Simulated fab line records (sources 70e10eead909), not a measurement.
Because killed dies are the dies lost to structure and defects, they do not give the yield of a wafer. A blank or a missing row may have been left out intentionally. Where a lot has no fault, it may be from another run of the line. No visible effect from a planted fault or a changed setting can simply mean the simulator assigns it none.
Matching of chambers | flow nand_harc | NHARC_A_ONON_D1_DEP_33 on pecvd-04: 3 sister chambers
The step deposits SiO2, target thk 200 nm. 14 wafers are shown with their chamber, then 7 later ones without.

== EACH WAFER AND ITS CHAMBER ==
wafer  | chamber | throttle_valve_pct (%) | heater_power_w (W) | flow_sccm (sccm)
L826.3 | 0       | 15.8                   | 532                | 2639
L826.4 | 1       | 16.7                   | 607                | 2656
L826.5 | 0       | 15.5                   | 558                | 2647
L835.1 | 1       | 16.9                   | 507                | 2630
L835.5 | 0       | 15.5                   | 589                | 2658
L835.6 | 1       | 16.6                   | 510                | 2636
L841.1 | 2       | 16.3                   | 554                | 2636
L841.3 | 0       | 15.6                   | 564                | 2655
L841.5 | 2       | 16.1                   | 577                | 2652
L844.2 | 2       | 16.1                   | 624                | 2650
L844.3 | 0       | 15.5                   | 601                | 2658
L844.6 | 0       | 15.7                   | 606                | 2660
L845.1 | 0       | 15.7                   | 490                | 2649
L845.3 | 2       | 16.2                   | 616                | 2672

SIGNATURES (averages over the wafers above)
reading            | chamber 0 | chamber 1 | chamber 2 | scatter within a chamber
throttle_valve_pct | 15.614    | 16.733    | 16.175    | 0.122
heater_power_w     | 562.86    | 541.33    | 592.75    | 42.7
flow_sccm          | 2652.29   | 2640.67   | 2652.50   | 11.2
Rule: for a wafer and a chamber, the distance is found by dividing, reading by reading, the gap between the wafer's reading and the chamber's mean by the reading's scatter, squaring, summing and taking the root. If the next closest chamber is less than 2 further off than the closest, the wafer can't be placed; otherwise it belongs to the closest. The scatter: take each reading less its chamber's mean, square it, sum over the shown wafers, divide by the number of wafers less the number of chambers, and take the root.

== WAFERS WITHOUT THEIR CHAMBER ==
wafer  | throttle_valve_pct (%) | heater_power_w (W) | flow_sccm (sccm)
L845.5 | 15.8                   | 495                | 2641
L846.3 | 15.6                   | 591                | 2648
L846.5 | 16.1                   | 667                | 2640
L846.6 | 15.9                   | 600                | 2657
L848.2 | 16.3                   | 536                | 2648
L848.3 | 15.8                   | 557                | 2659
L848.5 | 15.6                   | 568                | 2668

== WHICH CHAMBER EACH WENT THROUGH ==
wafer  | from the rows above     | in truth
L845.5 | can't be placed: 0 or 2 | 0
L846.3 | 0                       | 0
L846.5 | 2                       | 2
L846.6 | can't be placed: 2 or 0 | 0
L848.2 | can't be placed: 2 or 1 | 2
L848.3 | can't be placed: 0 or 2 | 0
L848.5 | 0                       | 0
Placed correctly: 3 of 7. Can't be placed from these rows: 4 (the true chamber is among the candidates in 4). Number placed wrongly: 0.
